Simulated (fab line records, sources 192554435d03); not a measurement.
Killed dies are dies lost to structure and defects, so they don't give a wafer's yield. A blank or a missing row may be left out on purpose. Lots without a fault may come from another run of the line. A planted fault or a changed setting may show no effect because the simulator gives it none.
A struck lot beside a sound one | flow n5_finfet | 36 steps out of a route of 1938
Sound: wafers L764.3, L764.4, L764.5. Struck: wafer L770.1. (L770.4 of the same lot was not struck and is left out.) The cause comes at the end.
At each step with rows: each side's tool, then ch and its chambers, then its first start. Under that, the readings that differ: sound wafers | struck wafers | difference of the means | sigmas: that difference in standard deviations of wafers without a fault.
alike: readings whose means differ by less than 2 such deviations, and words and numbers that are the same on both sides. not compared: withheld readings, readings that some wafer has no value for, bounds like >300 that may hide the same value, and numbers for which the record gives no deviation and whose values overlap.
The two part at a step that has a row with sigmas, a row that says differs or no value, or rows on one side only. Numbers that don't overlap but have no deviation are shown without sigmas and don't part them. A reading that every wafer of one side lacks parts them only if that side has two wafers or more.

first, 9 steps without rows for these wafers: N5_BEOL_M4_ANNEAL_95 (time 240 s); N5_BEOL_M4_SPUTTER_96 (material Cu, target thk 4.5 nm, time 8.29 s); N5_BEOL_M4_ECD_50 (material Cu, target thk 300 nm); N5_BEOL_M4_ANNEAL_51 (time 90 s); N5_BEOL_M4_CMP_52 (polishes, stops on SiOC, t overpolish 6.8 s, target thk 40 nm); N5_BEOL_M4_PRE_CLEAN_60 (time 15 s); N5_BEOL_M4_CO_CAP_55 (material Co, precursor CCTBA/H2, target thk 2 nm, time 102.1 s); N5_BEOL_M4_PRE_CLEAN_56 (time 15 s); N5_BEOL_M4_DEP_57 (deposits SiCN from 3MS/NH3, target thk 8 nm, time 14 s).
N5_BEOL_M4_RC_MEAS_101:
  sound on prober-01 ch 0, day 9 05:26; struck on prober-02 ch 0, day 10 13:14
  alike: DIBL_N, DIBL_P, IOFF_N, IOFF_P, ION_N, ION_P, SS_N, SS_P, VT_N, VT_P
then, 24 steps without rows for these wafers: N5_BEOL_M5_ILD_DEP_00 (deposits SiCOH lowk from DEMS/porogen, target thk 140.64 nm, time 25.9 s); N5_BEOL_M5_CURE_79 (cures SiCOH lowk, time 240 s); N5_BEOL_M5_PECVD_70 (deposits SiO2 from TEOS/O2, target thk 16 nm, time 18 s); N5_BEOL_M5_HM_DEP_02 (deposits TiN, target thk 20 nm); N5_BEOL_M5_COAT_59 (time 60 s, resist thk 60 nm); N5_BEOL_M5_COAT_60 (time 60 s, resist thk 12 nm); N5_BEOL_M5_COAT_71 (time 60 s, resist thk 5 nm); N5_BEOL_M5_COAT_05 (resist thk 30 nm); N5_BEOL_M5_EBR_07; N5_BEOL_M5_SOFTBAKE_06 (time 60 s); N5_BEOL_M5_EXPOSE_08 (exposes mask M5, target cd 28 nm); N5_BEOL_M5_PEB_09 (peb time 60 s); N5_BEOL_M5_DEVELOP_10 (develop time 30 s); N5_BEOL_M5_DESCUM_16 (chemistry O2, time 7 s); N5_BEOL_M5_ETCH_72 (etches underlayer in N2/H2, target depth 6.5 nm, time 5.2 s); N5_BEOL_M5_ETCH_61 (etches SiARC in CF4, target depth 15.6 nm, time 26 s); N5_BEOL_M5_ETCH_62 (etches SOC in N2/H2, target depth 75 nm, overetch 15 nm, time 112.5 s); N5_BEOL_M5_STRIP_63 (strips in N2/H2); N5_BEOL_M5_STRIP_73 (strips in N2/H2); N5_BEOL_M5_STRIP_64 (strips in CF4); N5_BEOL_M5_HM_OPEN_17 (chemistry Cl2/BCl3, target TiN, target depth 20 nm, overetch 6 nm); N5_BEOL_M5_STRIP_19 (strips in O2); N5_BEOL_M5_COAT_65 (time 60 s, resist thk 60 nm); N5_BEOL_M5_COAT_66 (time 60 s, resist thk 12 nm).
-- the record jumps here: 4 days lie between the struck wafers' starts before and after (it left off in module BEOL_M5 and takes up again in module MIM_TOP_ETCH, whose first step shown is number 1851 of the route) --
N5_MIM_TOP_ETCH_ETCH_00: etches TiN in Cl2/BCl3, target depth 38.5 nm.
  sound on rie_metal-03 ch 0,1, day 12 16:51; struck on rie_metal-03 ch 1, day 14 04:38
  reading                                  | sound             | struck | difference                   | sigmas
  rf_hours_counter_h (h)                   | - - -             | 15     | no value on the sound wafers |
  model.etch.depth_nm (nm)                 | 39.18 40.72 40.45 | 29.53  | -10.59                       |
  model.MIM_TOP_ETCH.feature_depth_nm (nm) | 39.2 40.8 40.4    | 29.6   | -10.5                        |
  model.MIM_TOP_ETCH.cd_offset_nm (nm)     | -0.2 -0.2 -0.2    | 0.6    | +0.8                         |
  alike: drypump_motor_current_A, oes_product_au, throttle_valve_pct
N5_PASSIVATION_PROBE_49:
  the record has rows for the struck wafers here (prober-02, day 14 15:54) and none for the sound ones

WHERE THEY PART
First at N5_MIM_TOP_ETCH_ETCH_00; last, within this record, at N5_PASSIVATION_PROBE_49.

WHY: what the simulator had put in
Process parameter drift: rie_metal-03, from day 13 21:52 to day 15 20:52, at N5_MIM_TOP_ETCH_ETCH_00. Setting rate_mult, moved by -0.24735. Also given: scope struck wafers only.
